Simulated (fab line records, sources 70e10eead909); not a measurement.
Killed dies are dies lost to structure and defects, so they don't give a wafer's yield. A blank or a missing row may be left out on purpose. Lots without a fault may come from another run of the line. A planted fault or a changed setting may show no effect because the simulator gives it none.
Which tool did it? | flow nand_harc | 24 lots, 72 wafers sampled, at 4 steps of a route of 1302

WHAT THE GAUGES READ, wafer by wafer
NHARC_A_ONON_D2_THK_MEAS_08: measures by ellipsometry.
lot  | measured     | on            | thk_nm (nm)
L074 | day 12 12:07 | film_metro-01 | 1010 1010 1009
L075 | day 12 11:59 | film_metro-01 | 998 996 1000
L076 | day 13 19:57 | film_metro-02 | 1014 1014 1011
L077 | day 13 19:47 | film_metro-01 | 1004 1002 1003
L078 | day 14 00:48 | film_metro-01 | 1010 1010 1011
L079 | day 14 00:49 | film_metro-01 | 1001 1002 1001
L080 | day 14 19:09 | film_metro-01 | 997 1000 1000
L082 | day 15 11:14 | film_metro-02 | 1002 1002 1001
L081 | day 15 11:14 | film_metro-01 | 985 987 986
L083 | day 15 22:46 | film_metro-01 | 983 981 984
L084 | day 15 22:55 | film_metro-02 | 1008 1009 1008
L085 | day 17 03:38 | film_metro-01 | 1008 1009 1008
L086 | day 17 09:02 | film_metro-02 | 1006 1006 1003
L087 | day 18 05:19 | film_metro-02 | 993 996 995
L088 | day 18 12:18 | film_metro-01 | 984 984 985
L089 | day 18 12:05 | film_metro-01 | 991 993 993
L090 | day 19 10:08 | film_metro-02 | 1019 1019 1021
L091 | day 19 10:05 | film_metro-01 | 996 996 995
L092 | day 19 15:38 | film_metro-01 | 978 979 978
L094 | day 20 15:46 | film_metro-02 | 999 999 998
L093 | day 20 15:46 | film_metro-01 | 986 985 985
L095 | day 21 08:21 | film_metro-01 | 1000 1000 999
L096 | day 21 08:18 | film_metro-02 | 989 988 991
L097 | day 22 13:25 | film_metro-01 | 977 976 979

WHICH TOOL RAN EACH LOT (tool, then ch and the chambers of the sampled wafers, then the start)
lot  | NHARC_A_CHANNEL_HOLE_D1_ETCH_24  | NHARC_A_CHANNEL_FILL_D1_ETCHBACK_19 | NHARC_A_DECK1_JOINT_CMP_02
L074 | har_etch-02 ch 1, day 8 14:55    | rie_si-02 ch 0,2, day 9 20:57       | cmp-03 ch 0,2, day 12 09:35
L075 | har_etch-02 ch 0,1, day 8 20:10  | rie_si-05 ch 2,3, day 9 20:58       | cmp-01 ch 0,1, day 12 09:34
L076 | har_etch-02 ch 0,1, day 9 21:21  | rie_si-05 ch 0,1,3, day 11 01:46    | cmp-03 ch 0,1,3, day 13 17:27
L077 | har_etch-01 ch 0,1, day 9 23:35  | rie_si-06 ch 1,2,3, day 11 01:46    | cmp-01 ch 0,1,3, day 13 17:22
L078 | har_etch-01 ch 0,1, day 10 10:05 | rie_si-05 ch 0,2,3, day 11 13:54    | cmp-03 ch 0,2,3, day 13 22:22
L079 | har_etch-02 ch 0,1, day 10 10:29 | rie_si-02 ch 0,2,3, day 11 13:54    | cmp-01 ch 0,1,3, day 13 22:22
L080 | har_etch-01 ch 0,1, day 11 00:26 | rie_si-02 ch 0,1,2, day 12 05:15    | cmp-04 ch 2,3, day 14 16:44
L082 | har_etch-02 ch 0,1, day 11 20:42 | rie_si-02 ch 1,2,3, day 13 00:23    | cmp-01 ch 0,1,3, day 15 08:50
L081 | har_etch-01 ch 0,1, day 11 21:11 | rie_si-06 ch 0,1,2, day 13 00:25    | cmp-04 ch 0,3, day 15 08:52
L083 | har_etch-02 ch 0,1, day 12 08:44 | rie_si-06 ch 0,1,3, day 13 12:39    | cmp-01 ch 0,1,2, day 15 20:22
L084 | har_etch-01 ch 0,1, day 12 08:51 | rie_si-05 ch 0,3, day 13 12:38      | cmp-03 ch 0,1, day 15 20:22
L085 | har_etch-01 ch 0,1, day 13 10:46 | rie_si-05 ch 0,3, day 14 16:06      | cmp-03 ch 0,1,3, day 17 01:16
L086 | har_etch-01 ch 0,1, day 13 15:11 | rie_si-06 ch 0,1,3, day 14 19:55    | cmp-03 ch 0,2,3, day 17 06:40
L087 | har_etch-01 ch 0,1, day 14 08:10 | rie_si-02 ch 2,3, day 15 11:46      | cmp-04 ch 0,2,3, day 18 02:56
L088 | har_etch-02 ch 0,1, day 14 18:19 | rie_si-06 ch 2,3, day 15 22:05      | cmp-01 ch 0,2, day 18 09:34
L089 | har_etch-01 ch 0,1, day 14 19:18 | rie_si-02 ch 1,2,3, day 15 22:05    | cmp-04 ch 0,1,2, day 18 09:32
L090 | har_etch-02 ch 0,1, day 15 11:10 | rie_si-02 ch 0,2,3, day 16 15:26    | cmp-04 ch 1,2, day 19 07:42
L091 | har_etch-01 ch 0,1, day 15 13:01 | rie_si-06 ch 2,3, day 16 15:23      | cmp-03 ch 0,1,2, day 19 07:42
L092 | har_etch-01 ch 0,1, day 15 21:31 | rie_si-06 ch 0,3, day 17 01:37      | cmp-01 ch 2,3, day 19 13:13
L094 | har_etch-01 ch 0,1, day 16 19:08 | rie_si-06 ch 1,2, day 18 01:18      | cmp-01 ch 1,2,3, day 20 13:24
L093 | har_etch-01 ch 0,1, day 16 23:26 | rie_si-02 ch 1,2,3, day 18 01:19    | cmp-03 ch 0,1, day 20 13:21
L095 | har_etch-01 ch 0,1, day 17 15:25 | rie_si-05 ch 1,2,3, day 18 20:23    | cmp-04 ch 1,2,3, day 21 05:58
L096 | har_etch-02 ch 0,1, day 17 19:50 | rie_si-02 ch 0,1,3, day 18 23:32    | cmp-03 ch 0,1,2, day 21 05:53
L097 | har_etch-01 ch 0,1, day 18 15:39 | rie_si-05 ch 1,3, day 19 19:38      | cmp-04 ch 0,2, day 22 11:01
- NHARC_A_CHANNEL_HOLE_D1_ETCH_24: etches the open film in C4F8/O2/Ar, time 906.2 s, target depth 1500 nm.
- NHARC_A_CHANNEL_FILL_D1_ETCHBACK_19: etches the open film in HBr/Cl2, target depth 5 nm, time 1.7 s.
- NHARC_A_DECK1_JOINT_CMP_02: polishes SiOx.

WHAT THE TOOLS THEMSELVES READ (means of the sampled wafers that have a number; where no wafer has one, the mark that the record gives instead)
NHARC_A_CHANNEL_HOLE_D1_ETCH_24.
lot  | tool        | drypump_motor_current_A (A) | oes_air_line_au (a.u.) | showerhead_plenum_p_Torr (Torr) | throttle_valve_pct (%)
L074 | har_etch-02 | 5.63                        | 0.991                  | 3.68                            | 32.230
L075 | har_etch-02 | 5.72                        | 1.011                  | 3.59                            | 32.234
L076 | har_etch-02 | 5.71                        | 0.991                  | 3.58                            | 32.237
L077 | har_etch-01 | 6.04                        | 1.012                  | 3.59                            | 32.240
L078 | har_etch-01 | 6.02                        | 1.010                  | 3.66                            | 32.236
L079 | har_etch-02 | 5.79                        | 0.990                  | 3.50                            | 32.233
L080 | har_etch-01 | 5.98                        | 1.029                  | 3.65                            | 32.242
L082 | har_etch-02 | 5.82                        | 0.993                  | 3.49                            | 32.235
L081 | har_etch-01 | 6.04                        | 1.008                  | 3.58                            | 32.237
L083 | har_etch-02 | 5.71                        | 0.992                  | 3.57                            | 32.226
L084 | har_etch-01 | 6.04                        | 1.000                  | 3.58                            | 32.235
L085 | har_etch-01 | 6.02                        | 0.980                  | 3.57                            | 32.230
L086 | har_etch-01 | 6.01                        | 1.008                  | 3.63                            | 32.233
L087 | har_etch-01 | 6.04                        | 0.986                  | 3.56                            | 32.242
L088 | har_etch-02 | 5.72                        | 1.002                  | 3.73                            | 32.234
L089 | har_etch-01 | 5.99                        | 0.978                  | 3.62                            | 32.242
L090 | har_etch-02 | 5.72                        | 1.006                  | 3.73                            | 32.229
L091 | har_etch-01 | 6.04                        | 1.016                  | 3.55                            | 32.237
L092 | har_etch-01 | 6.06                        | 0.980                  | 3.55                            | 32.240
L094 | har_etch-01 | 6.01                        | 1.000                  | 3.61                            | 32.233
L093 | har_etch-01 | 6.01                        | 1.021                  | 3.61                            | 32.242
L095 | har_etch-01 | 6.04                        | 1.032                  | 3.54                            | 32.236
L096 | har_etch-02 | 5.74                        | 0.982                  | 3.71                            | 32.233
L097 | har_etch-01 | 6.01                        | 0.992                  | 3.59                            | 32.231

NHARC_A_CHANNEL_FILL_D1_ETCHBACK_19.
lot  | tool      | drypump_motor_current_A (A) | oes_product_au (a.u.) | rf_fwd_power_W (W) | throttle_valve_pct (%)
L074 | rie_si-02 | 5.5                         | 0.999                 | 390.9              | 26.399
L075 | rie_si-05 | 5.2                         | 1.004                 | 390.6              | 26.403
L076 | rie_si-05 | 5.4                         | 1.015                 | 390.7              | 26.405
L077 | rie_si-06 | 6.0                         | 0.997                 | 389.1              | 26.409
L078 | rie_si-05 | 5.4                         | 1.012                 | 390.5              | 26.403
L079 | rie_si-02 | 5.7                         | 1.009                 | 390.1              | 26.406
L080 | rie_si-02 | 5.5                         | 0.997                 | 390.6              | 26.410
L082 | rie_si-02 | 6.0                         | 1.008                 | 390.7              | 26.409
L081 | rie_si-06 | 6.0                         | 0.998                 | 391.1              | 26.403
L083 | rie_si-06 | 6.2                         | 0.993                 | 390.6              | 26.397
L084 | rie_si-05 | 5.7                         | 1.003                 | 390.8              | 26.408
L085 | rie_si-05 | 5.7                         | 1.001                 | 390.5              | 26.414
L086 | rie_si-06 | 6.2                         | 0.991                 | 391.0              | 26.416
L087 | rie_si-02 | 6.1                         | 0.999                 | 390.9              | 26.403
L088 | rie_si-06 | 6.2                         | 1.000                 | 389.7              | 26.413
L089 | rie_si-02 | 6.0                         | 1.006                 | 390.8              | 26.416
L090 | rie_si-02 | 5.7                         | 0.996                 | 390.1              | 26.407
L091 | rie_si-06 | 6.3                         | 0.990                 | 390.1              | 26.409
L092 | rie_si-06 | 6.5                         | 1.001                 | 391.0              | 26.405
L094 | rie_si-06 | 5.7                         | 1.004                 | 389.4              | 26.413
L093 | rie_si-02 | 6.0                         | 1.007                 | 389.8              | 26.401
L095 | rie_si-05 | 5.2                         | 1.004                 | 390.9              | 26.400
L096 | rie_si-02 | 5.7                         | 0.997                 | 390.3              | 26.407
L097 | rie_si-05 | 5.1                         | 0.996                 | 391.8              | 26.401

NHARC_A_DECK1_JOINT_CMP_02.
lot  | tool   | motor_current_A (A)
L074 | cmp-03 | 10.9
L075 | cmp-01 | 13.9
L076 | cmp-03 | 10.7
L077 | cmp-01 | 13.3
L078 | cmp-03 | 11.2
L079 | cmp-01 | 13.2
L080 | cmp-04 | 12.1
L082 | cmp-01 | 13.1
L081 | cmp-04 | 11.9
L083 | cmp-01 | 13.8
L084 | cmp-03 | 10.2
L085 | cmp-03 | 11.0
L086 | cmp-03 | 11.2
L087 | cmp-04 | 12.0
L088 | cmp-01 | 13.4
L089 | cmp-04 | 12.1
L090 | cmp-04 | 12.0
L091 | cmp-03 | 10.4
L092 | cmp-01 | 12.6
L094 | cmp-01 | 13.7
L093 | cmp-03 | 10.1
L095 | cmp-04 | 12.3
L096 | cmp-03 | 10.7
L097 | cmp-04 | 11.9

THE ANSWER, worked out from the rows above alone
Rule: what is usual is taken from the lots themselves. Put in order of their means at a reading, lots are off if they are a third of the lots or fewer, leave a main group of 4 or more, and stand apart from it by a gap of 3 or more times the standard deviation of the main group's means; of several such gaps the widest counts. A main group whose means are all the same, to the digits that the tables above print for the reading, isn't used. A lot without any number at a reading at which 4 lots or more have one is off too. The other lots that the step has rows for count as sound. The gauges are gone through in route order, then the tools' own readings, and for those a lot's mean is taken as printed above. The first step at which some lot is off is used, and at that step the reading that is off furthest; a lot without a number counts as furthest.
No lot is off at any reading shown: from this, nothing can be told.

WHAT THE SIMULATOR HAD PUT IN
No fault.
